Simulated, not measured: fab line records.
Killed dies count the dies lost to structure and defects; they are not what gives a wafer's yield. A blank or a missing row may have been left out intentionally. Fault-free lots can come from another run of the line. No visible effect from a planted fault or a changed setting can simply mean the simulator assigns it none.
A struck lot beside a sound one    flow n5-finfet    18 steps out of a route of 1938
Sound: the wafers L667.1, L667.3, L667.4. Wafers struck: L682.1, L682.3, L682.6. Last of all comes the cause.
Per side, at each step with rows, come the tool, then ch with its chambers, and then its first start. Under that, the readings that differ: sound wafers    struck wafers    difference of the means    sigmas: that difference in standard deviations of wafers without a fault.
alike: readings with means less than 2 such deviations apart, plus words and numbers identical on both sides. not compared: withheld readings, readings lacking a value on some wafer, bounds such as >300 that could conceal the same value, and numbers that have no deviation in the record and whose values overlap.
The two part at a step that has a row with sigmas, a row that says differs or no value, or rows on one side only. Numbers that have no deviation but don't overlap get no sigmas and don't part them. A reading missing from all wafers of one side parts the sides only when that side holds two or more wafers.

first, 2 steps without rows for these wafers: N5_BEOL_M3_STRIP_65 (strips in N2/H2); N5_BEOL_M3_STRIP_75 (strips in N2/H2).
N5_BEOL_M3_STRIP_66: strips in CF4.
  sound on rie-diel-04 ch 1,2,3, day 8 16:24; struck on rie-diel-03 ch 0,2, day 12 14:48
  alike: drypump-motor-current-A, oes-product-au, power-w, rf-vpp-V, showerhead-plenum-p-Torr, throttle-valve-pct
  not compared: rf-hours-counter-h
N5_BEOL_M3_HM_OPEN_17: chemistry Cl2/BCl3, target TiN, target depth 20 nm, overetch 6 nm.
  sound on rie-metal-02 ch 0,1, day 8 16:26; struck on rie-metal-01 ch 0,1, day 12 14:50
  alike: drypump-motor-current-A, mfc-ar-sccm, oes-product-au, throttle-valve-pct
  not compared: rf-hours-counter-h
N5_BEOL_M3_STRIP_19: strips in O2.
  sound on rie-diel-04 ch 0,1,2, day 8 16:34; struck on rie-diel-01 ch 0,1,2, day 12 14:57
  alike: drypump-motor-current-A, oes-product-au, rf-vpp-V, showerhead-plenum-p-Torr, throttle-valve-pct
  not compared: rf-hours-counter-h
N5_BEOL_M3_CD_MEAS_18: pitch 36 nm, target cd 18 nm.
  struck on cd-sem-03, day 12 15:01; sound on cd-sem-01, day 8 16:37
  alike: cd-nm
then, 6 steps without rows for these wafers: N5_BEOL_M3_COAT_67 (time 60 s, resist thk 60 nm); N5_BEOL_M3_COAT_68 (time 60 s, resist thk 12 nm); N5_BEOL_M3_COAT_76 (time 60 s, resist thk 5 nm); N5_BEOL_M3_COAT_22 (resist thk 30 nm); N5_BEOL_M3_EBR_24; N5_BEOL_M3_SOFTBAKE_23 (time 60 s).
N5_BEOL_M3_EXPOSE_25: exposes mask V2, defocus 5 nm.
  sound on euv-scanner-01 ch 0, day 8 16:48; struck on euv-scanner-01 ch 0, day 12 15:11
reading               sound              struck             difference  sigmas
exposure-dose-mJ-cm2  62.85 62.76 62.68  59.44 59.58 59.69  -3.19       -36
  alike: mask
then, 2 steps without rows for these wafers: N5_BEOL_M3_PEB_26 (peb time 60 s); N5_BEOL_M3_DEVELOP_27 (develop time 30 s).
N5_BEOL_M3_CD_MEAS_28: target cd 25.7 nm, target cd y 23.3 nm.
  sound on cd-sem-01 ch 0, day 8 16:56; struck on cd-sem-03 ch 0, day 12 15:20
reading     sound              struck             difference  sigmas
cd-nm (nm)  25.66 25.56 25.44  24.71 24.76 24.66  -0.84       -4
N5_BEOL_M3_OVL_MEAS_29:
  sound on overlay-01 ch 0, day 8 16:58; struck on overlay-02 ch 0, day 12 15:22
  alike: V2_OVL
N5_BEOL_M4_RC_MEAS_101:
  sound on prober-02 ch 0, day 9 13:16; struck on prober-02 ch 0, day 13 12:28
  alike: DIBL_N, DIBL_P, IOFF_N, IOFF_P, ION_N, ION_P, SS_N, SS_P, VT_N, VT_P

## WHERE THEY PART
First at N5_BEOL_M3_EXPOSE_25; last, within this record, at N5_BEOL_M3_CD_MEAS_28. Later steps at which nothing parts them and some readings are alike: N5_BEOL_M3_OVL_MEAS_29, N5_BEOL_M4_RC_MEAS_101.

WHY: what the simulator had put in
Drift in process parameters on euv-scanner-01 at N5_BEOL_M3_EXPOSE_25, starting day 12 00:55. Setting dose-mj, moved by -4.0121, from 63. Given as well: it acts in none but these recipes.
